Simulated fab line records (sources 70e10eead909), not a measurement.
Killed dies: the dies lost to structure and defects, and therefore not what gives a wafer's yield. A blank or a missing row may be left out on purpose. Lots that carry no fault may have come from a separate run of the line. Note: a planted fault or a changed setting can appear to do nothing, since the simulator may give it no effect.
fab line records	flow nandHarc
record lots=11	wafers=33	lastDay=33
route steps=1302 shown P_M2@331 P_BONDPAD@351 END@1302
lots that met no fault: taken from a fault-free run of the same line
startH: hours from the record's opening day to when the first of the lot's shown wafers began	waitH: hours from the lot's prior step to this one	" identical to the entry in the row above	L1.1+2: several wafers, shown together as one row	- no value present, or no start provided	* or withheld: withheld	< > ~ a bound
route shown NAME@n: NAME is a module with steps in the file, n the number in the route of the first one	usual: mean/standard deviation taken from wafers without a fault	same: alike in all rows	chamber/n: place in a boat	sites: the reading at each site	_std_site: the standard deviation of these	_edge_site: mean of outer sites minus mean of inner sites	radiusMm: how far each site lies from the wafer's centre	mask NAME#n: copy n	behind: the most recent tool/chamber to have shaped the wafer	hold: what put the lot on hold/how long, in hours/how the hold closed	device: names the non-switching transistor (n, p or np)	end of line: the route-end tests of the same wafers	step lacking rows: just its recipe	killed: dies lost to structure and defects at the first sort, not the wafer's yield	map: the dies of a wafer, with x for killed, . for not killed, _ for no die there
set.NAME: the run value of the setting; set.NAME@STEP: its run value at that earlier step	model.NAME: the simulator's own value behind a step, which no gauge read
one table for each step of the route and one row for each wafer, over a sample of lots
services: when a tool's chamber went out of use (startH, in hours from the record's first day, below 0 if earlier), for how many hours, and the reason
## steps
# step NHARC_P_M2_DESCUM_14
# recipe timeS=3	o2FlowSccm=200	arFlowSccm=0	biasPowerW=0	chemistry=O2
# usual drypumpMotorCurrentA=5.7/0.47	oesProductAu=0.999/0.0072	rfVppV=57.8/1	showerheadPlenumPTorr=1.93/0.075	throttleValvePct=11.311/0.0087
# same biasPowerW=0
lot.wafer	tool	chamber	startH	waitH	drypumpMotorCurrentA	oesProductAu	rfHoursCounterH	rfVppV	showerheadPlenumPTorr	throttleValvePct
L238.3	rieDiel-10	2	129.11	0.1	6.3	0.994	2.4	57.9	1.80	11.329
L238.2	"	1	"	"	5.9	1.005	2.8	58.3	1.86	11.307
L238.6	"	3	"	"	5.6	0.991	-	60.3	1.96	11.311
L240.2	rieDiel-02	2	152.48	0.1	6.4	0.998	3.9	57.4	1.97	11.305
L240.6	"	3	"	"	6.3	1.002	-	58.2	2.06	11.315
L240.5	"	0	"	"	5.8	0.996	-	57.7	1.92	11.313
L241.3	rieDiel-02	2	156.26	0.1	6.4	1.002	4.1	58.4	1.97	11.320
L241.4	"	2	"	"	6.4	1.004	-	58.7	1.97	11.318
L241.5	"	0	"	"	5.9	0.995	-	59.3	1.92	11.319
L243.3	rieDiel-04	0	175.20	0.1	4.9	1.014	7.5	58.3	1.87	11.308
L243.2	"	1	"	"	5.5	1.004	8.7	57.6	1.93	11.312
L243.5	"	0	"	"	4.9	1.007	-	56.0	1.87	11.306
L244.3	rieDiel-02	1	192.88	0.1	5.0	0.989	6.8	58.0	2.03	11.312
L244.6	"	1	"	"	5.1	1.002	-	59.3	2.03	11.301
L244.5	"	2	"	"	6.4	1.001	-	56.5	1.97	11.311
L247.2	rieDiel-04	1	224.40	0.1	5.6	0.996	2.9	57.8	1.93	11.315
L247.6	"	3	"	"	5.9	1.005	-	57.2	2.01	11.321
L247.5	"	0	"	"	4.9	0.992	-	56.1	1.87	11.298
L248.4	rieDiel-10	0	237.49	0.1	5.6	0.993	7.9	58.7	1.87	11.318
L248.6	"	3	"	"	5.6	0.991	-	57.4	1.96	11.308
L248.5	"	0	"	"	5.6	0.994	-	58.3	1.87	11.321
L252.4	rieDiel-02	1	276.94	0.1	5.1	1.001	2.5	58.2	2.03	11.312
L252.2	"	3	"	"	6.3	0.992	3.0	58.2	2.06	11.308
L252.5	"	1	"	"	5.1	0.988	-	58.8	2.03	11.305
L255.2	rieDiel-10	1	300.57	0.1	5.9	1.016	2.0	57.0	1.86	11.303
L255.4	"	2	"	"	6.3	1.003	2.4	57.1	1.80	11.310
L255.3	"	3	"	"	5.6	0.992	2.7	56.5	1.96	11.298
L258.2	rieDiel-02	0	331.60	0.1	5.8	0.987	7.3	58.6	1.92	11.308
L258.4	"	2	"	"	6.4	1.001	6.4	57.9	1.97	11.314
L258.5	"	3	"	"	6.3	1.000	-	57.7	2.05	11.302
L260.3	rieDiel-10	1	352.69	0.1	5.8	0.996	4.4	58.6	1.86	11.309
L260.1	"	2	"	"	6.3	0.993	5.0	57.1	1.80	11.319
L260.6	"	1	"	"	5.8	1.009	-	56.5	1.86	11.314
# step NHARC_P_BONDPAD_DEP_00
# recipe targetThkA=2500	tempC=370	targetThkNm=250	pressureTorr=3	flowSccm=200	rfW=450	material=SiCN
# usual heaterPowerW=587/110	showerheadVppV=1313/50
lot.wafer	tool	chamber	startH	waitH	heaterPowerW	showerheadVppV
L238.2	pecvd-04	0	132.23	-	444	1237
L238.3	"	2	"	"	474	1332
L238.6	"	1	"	"	481	1298
L240.2	pecvd-03	0	155.78	-	701	1345
L240.6	"	2	"	"	631	1300
L240.5	"	0	"	"	693	1319
L241.3	pecvd-03	1	159.49	-	674	1305
L241.4	"	0	"	"	757	1331
L241.5	"	2	"	"	594	1309
L243.3	pecvd-01	0	178.37	-	674	1436
L243.2	"	1	"	"	454	1234
L243.5	"	0	"	"	693	1454
L244.3	pecvd-01	0	-	-	597	1454
L244.5	"	1	"	"	438	1270
L244.6	"	0	"	"	597	1430
L247.2	pecvd-03	1	227.62	-	613	1302
L247.6	"	2	"	"	492	1298
L247.5	"	0	"	"	885	1355
L248.5	pecvd-03	0	240.82	-	848	1334
L248.4	"	1	"	"	653	1320
L248.6	"	2	"	"	563	1273
L252.2	pecvd-03	2	280.17	-	541	1304
L252.4	"	0	"	"	732	1338
L252.5	"	1	"	"	568	1305
L255.3	pecvd-04	2	303.72	-	514	1345
L255.2	"	0	"	"	558	1261
L255.4	"	1	"	"	448	1306
L258.2	pecvd-01	2	-	-	577	1264
L258.4	"	2	"	"	583	1273
L258.5	"	1	"	"	381	1258
L260.1	pecvd-04	1	355.87	-	541	1324
L260.3	"	2	"	"	513	1348
L260.6	"	2	"	"	420	1348
# step NHARC_P_BONDPAD_EXPOSE_06
# recipe na=0.55	doseMj=37.06	maskId=P_BPAD
# usual exposureDoseMJCm2=37.06/0.041
lot.wafer	tool	chamber	startH	waitH	mask	exposureDoseMJCm2
L238.2	krfScanner-01	0	133.31	-	P_BPAD#0	37.07
L238.3	"	0	"	"	P_BPAD#0	37.06
L238.6	"	0	"	"	P_BPAD#0	37.05
L240.2	krfScanner-02	0	156.69	-	P_BPAD#0	37.03
L240.5	"	0	"	"	P_BPAD#0	37.12
L240.6	"	0	"	"	P_BPAD#0	37.08
L241.3	krfScanner-02	0	160.40	-	P_BPAD#0	37.06
L241.4	"	0	"	"	P_BPAD#0	37.02
L241.5	"	0	"	"	P_BPAD#0	36.93
L243.2	krfScanner-01	0	179.40	-	P_BPAD#0	37.07
L243.3	"	0	"	"	P_BPAD#0	37.01
L243.5	"	0	"	"	P_BPAD#0	37.08
L244.3	krfScanner-01	0	197.04	-	P_BPAD#0	37.10
L244.5	"	0	"	"	P_BPAD#0	37.00
L244.6	"	0	"	"	P_BPAD#0	37.03
L247.2	krfScanner-01	0	228.60	-	P_BPAD#0	32.43
L247.5	"	0	"	"	P_BPAD#0	32.46
L247.6	"	0	"	"	P_BPAD#0	32.47
L248.4	krfScanner-01	0	241.93	-	P_BPAD#0	33.29
L248.5	"	0	"	"	P_BPAD#0	33.30
L248.6	"	0	"	"	P_BPAD#0	33.41
L252.2	krfScanner-04	0	281.16	-	P_BPAD#0	37.08
L252.4	"	0	"	"	P_BPAD#0	37.03
L252.5	"	0	"	"	P_BPAD#0	37.03
L255.2	krfScanner-02	0	304.79	-	P_BPAD#0	37.06
L255.3	"	0	"	"	P_BPAD#0	37.03
L255.4	"	0	"	"	P_BPAD#0	37.08
L258.2	krfScanner-02	0	335.65	-	P_BPAD#0	37.03
L258.4	"	0	"	"	P_BPAD#0	37.05
L258.5	"	0	"	"	P_BPAD#0	37.07
L260.1	krfScanner-02	0	356.90	-	P_BPAD#0	37.11
L260.3	"	0	"	"	P_BPAD#0	37.07
L260.6	"	0	"	"	P_BPAD#0	37.05
# step NHARC_P_BONDPAD_CD_MEAS_09
# recipe targetCdNm=500	landingEnergyEv=500
# usual cdNm=500.0/1.5
lot.wafer	tool	chamber	startH	waitH	cdNm
L238.2	cdSem-02	0	133.46	-	500.9
L238.3	"	0	"	"	501.6
L238.6	"	0	"	"	500.5
L240.2	cdSem-01	0	156.84	-	500.7
L240.5	"	0	"	"	497.5
L240.6	"	0	"	"	497.5
L241.3	cdSem-01	0	160.55	-	500.3
L241.4	"	0	"	"	500.1
L241.5	"	0	"	"	501.7
L243.2	cdSem-03	0	179.55	-	498.4
L243.3	"	0	"	"	499.6
L243.5	"	0	"	"	500.0
L244.3	cdSem-02	0	197.19	-	498.9
L244.5	"	0	"	"	500.4
L244.6	"	0	"	"	498.8
L247.2	cdSem-02	0	228.75	-	494.6
L247.5	"	0	"	"	493.8
L247.6	"	0	"	"	495.1
L248.4	cdSem-03	0	242.07	-	496.8
L248.5	"	0	"	"	498.6
L248.6	"	0	"	"	496.7
L252.2	cdSem-02	0	281.31	-	500.3
L252.4	"	0	"	"	500.4
L252.5	"	0	"	"	500.2
L255.2	cdSem-02	0	304.94	-	499.1
L255.3	"	0	"	"	498.0
L255.4	"	0	"	"	496.0
L258.2	cdSem-03	0	335.80	-	499.7
L258.4	"	0	"	"	502.3
L258.5	"	0	"	"	502.1
L260.1	cdSem-01	0	357.05	-	501.4
L260.3	"	0	"	"	500.0
L260.6	"	0	"	"	500.1
# step NHARC_P_BONDPAD_DESCUM_11
# recipe timeS=3	o2FlowSccm=200	arFlowSccm=0	biasPowerW=0	chemistry=O2
# usual drypumpMotorCurrentA=5.7/0.41	oesProductAu=1.000/0.0077	rfVppV=57.7/0.93	showerheadPlenumPTorr=1.88/0.059	throttleValvePct=11.311/0.0099
# same biasPowerW=0
lot.wafer	tool	chamber	startH	waitH	drypumpMotorCurrentA	oesProductAu	rfHoursCounterH	rfVppV	showerheadPlenumPTorr	throttleValvePct
L238.2	rieDiel-11	2	133.68	-	5.4	1.004	1.4	58.1	1.81	11.306
L238.3	"	3	"	"	5.4	1.008	1.6	58.2	1.89	11.309
L238.6	"	1	"	"	6.1	1.006	-	57.1	1.83	11.301
L240.2	rieDiel-08	0	157.06	-	6.0	1.013	7.2	58.8	1.90	11.320
L240.5	"	3	"	"	5.7	1.000	-	57.8	1.98	11.296
L240.6	"	0	"	"	6.0	0.997	-	58.6	1.90	11.319
L241.3	rieDiel-13	3	160.76	-	5.9	1.009	8.2	57.6	1.91	11.323
L241.4	"	1	"	"	6.6	0.997	9.2	59.8	1.99	11.308
L241.5	"	2	"	"	5.5	1.019	-	58.1	1.83	11.319
L243.2	rieDiel-11	1	179.77	-	6.1	0.993	2.8	58.0	1.83	11.316
L243.3	"	3	"	"	5.4	1.001	3.2	57.6	1.89	11.302
L243.5	"	1	"	"	6.1	1.001	-	57.0	1.83	11.317
L244.3	rieDiel-13	0	197.42	-	5.6	0.992	0.9	57.4	1.86	11.328
L244.6	"	1	"	"	6.6	0.985	-	57.8	1.99	11.296
L244.5	"	2	"	"	5.5	0.990	-	58.5	1.83	11.324
L247.2	rieDiel-11	2	228.96	-	5.4	0.998	4.8	56.8	1.81	11.311
L247.6	"	2	"	"	5.4	0.989	-	56.4	1.81	11.309
L247.5	"	3	"	"	5.4	1.015	-	58.8	1.89	11.303
L248.4	rieDiel-08	1	242.28	-	5.1	0.989	2.3	56.8	1.87	11.303
L248.6	"	0	"	"	6.0	1.001	-	58.3	1.90	11.302
L248.5	"	1	"	"	5.1	1.000	-	56.1	1.87	11.308
L252.4	rieDiel-13	1	281.53	-	6.6	0.981	5.2	58.9	1.99	11.327
L252.2	"	3	"	"	5.9	1.004	4.7	57.7	1.90	11.320
L252.5	"	1	"	"	6.6	0.984	-	57.5	1.99	11.312
L255.2	rieDiel-08	2	305.15	-	5.3	0.992	6.0	59.9	1.91	11.294
L255.3	"	3	"	"	5.7	0.993	7.0	57.7	1.98	11.309
L255.4	"	0	"	"	6.0	1.007	6.5	58.9	1.90	11.315
L258.4	rieDiel-13	1	336.01	-	6.6	0.984	9.0	57.2	1.99	11.300
L258.2	"	0	"	"	5.6	0.993	9.5	58.0	1.85	11.320
L258.5	"	1	"	"	6.6	0.993	-	59.5	1.99	11.303
L260.3	rieDiel-13	2	357.29	-	5.5	1.005	0.5	56.6	1.83	11.319
L260.1	"	3	"	"	5.9	0.985	0.5	56.1	1.90	11.296
L260.6	"	1	"	"	6.6	1.007	-	56.9	1.99	11.306
# step NHARC_END_SORT_01
# recipe tempC=25
# usual defectLimitedYield=90.7/2.6	killedAtArray=59/17	killedAtOther=0.7/0.9	killedAtPeriphery=3.6/2.3	killedDies=63/18	killedOpen=3.4/1.9	killedShort=2.6/1.7
# same grossDies=677
lot.wafer	tool	chamber	startH	waitH	defectLimitedYield[%]	killedAtArray	killedAtOther	killedAtPeriphery	killedDies	killedOpen	killedShort
L252.2	prober-02	0	705.32	2.8	89.5	69	0	2	71	3	0
L252.4	prober-02	0	706.91	3.4	88.0	76	0	5	81	2	1
L252.5	prober-02	0	707.71	3.7	85.8	92	0	4	96	2	6
# killed by level:class
L252.2 A_CHANNEL_HOLE_D1:chamberFilmFlake=37 A_SLIT:chamberFilmFlake=20 A_CHANNEL_FILL_D2:chamberFilmFlake=4 A_WL_FILL:chamberFilmFlake=2 A_ONON_D2:geometricParticle:open=1 A_CONTACT:geometricParticle:open=1 A_M0:geometricParticle:open=1 P_ZERO_WELL:chamberFilmFlake=1
L252.4 A_SLIT:chamberFilmFlake=34 A_CHANNEL_HOLE_D1:chamberFilmFlake=31 A_CHANNEL_FILL_D2:chamberFilmFlake=4 P_CONTACT:chamberFilmFlake=2 P_BONDPAD:chamberFilmFlake=2 A_DECK1_JOINT:chamberFilmFlake=2 A_STAIRCASE:chamberFilmFlake=2 P_M0:geometricParticle:open=1
L252.5 A_CHANNEL_HOLE_D1:chamberFilmFlake=41 A_SLIT:chamberFilmFlake=37 A_ONON_D1:geometricParticle:short=3 A_CHANNEL_FILL_D2:chamberFilmFlake=3 A_CHANNEL_FILL_D2:geometricParticle:short=2 P_CONTACT:chamberFilmFlake=2 A_STAIRCASE:chamberFilmFlake=2 A_WL_FILL:chamberFilmFlake=2
## services
tool	chamber	startH	hours	kind
rieDiel-10	-	107.16	0.9	repair
rieDiel-10	-	120.93	0.2	repair
rieDiel-13	2	134.50	3.9	repair
krfScanner-01	-	140.00	4.0	pm
rieDiel-13	-	141.26	5.3	repair
rieDiel-10	0	142.94	3.3	repair
rieDiel-02	1	152.09	4.5	repair
rieDiel-13	-	165.00	9.0	pm
rieDiel-02	1	176.49	7.0	repair
pecvd-03	-	185.29	13.0	pm
krfScanner-01	-	186.98	0.7	repair
rieDiel-02	0	197.40	27.1	repair
rieDiel-02	-	216.80	9.0	pm
krfScanner-01	-	216.83	4.2	repair
rieDiel-10	-	242.50	9.0	pm
rieDiel-02	0	253.71	6.0	repair
krfScanner-02	-	257.82	2.0	repair
pecvd-03	2	264.84	10.5	repair
krfScanner-02	-	266.00	4.0	pm
rieDiel-02	3	302.32	18.3	repair
krfScanner-01	-	312.00	4.0	pm
krfScanner-02	-	326.76	0.6	repair
rieDiel-02	0	332.18	4.3	repair
rieDiel-13	-	342.00	9.0	pm
## key
firstSign step=NHARC_P_BONDPAD_EXPOSE_06	reading=exposureDoseMJCm2	direction=down	sigmas=99+	usual=37.06	struck=32.89
effect step=NHARC_P_BONDPAD_CD_MEAS_09	reading=cdNm	direction=down	sigmas=2.8	usual=500.0	struck=495.9	through=controlLoop
metAt NHARC_P_BONDPAD_EXPOSE_06
struckLots L247,L248
loopTrim step=NHARC_P_BONDPAD_EXPOSE_06	setting=dose	lots=L248
notActingAt NHARC_P_M2_DESCUM_14,NHARC_P_BONDPAD_DEP_00,NHARC_P_BONDPAD_DESCUM_11
onsetBetween 197.04 228.60
fault kind=processParameterDrift	tool=krfScanner-01	chamber=-	onsetH=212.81	steps=NHARC_P_BONDPAD_EXPOSE_06	channel=doseMj	offset=-4.6268	shape=step	actsIn=theseRecipesOnly	stated=37.06
# loopTrim: a control loop set the setting to another value than it would have without faults
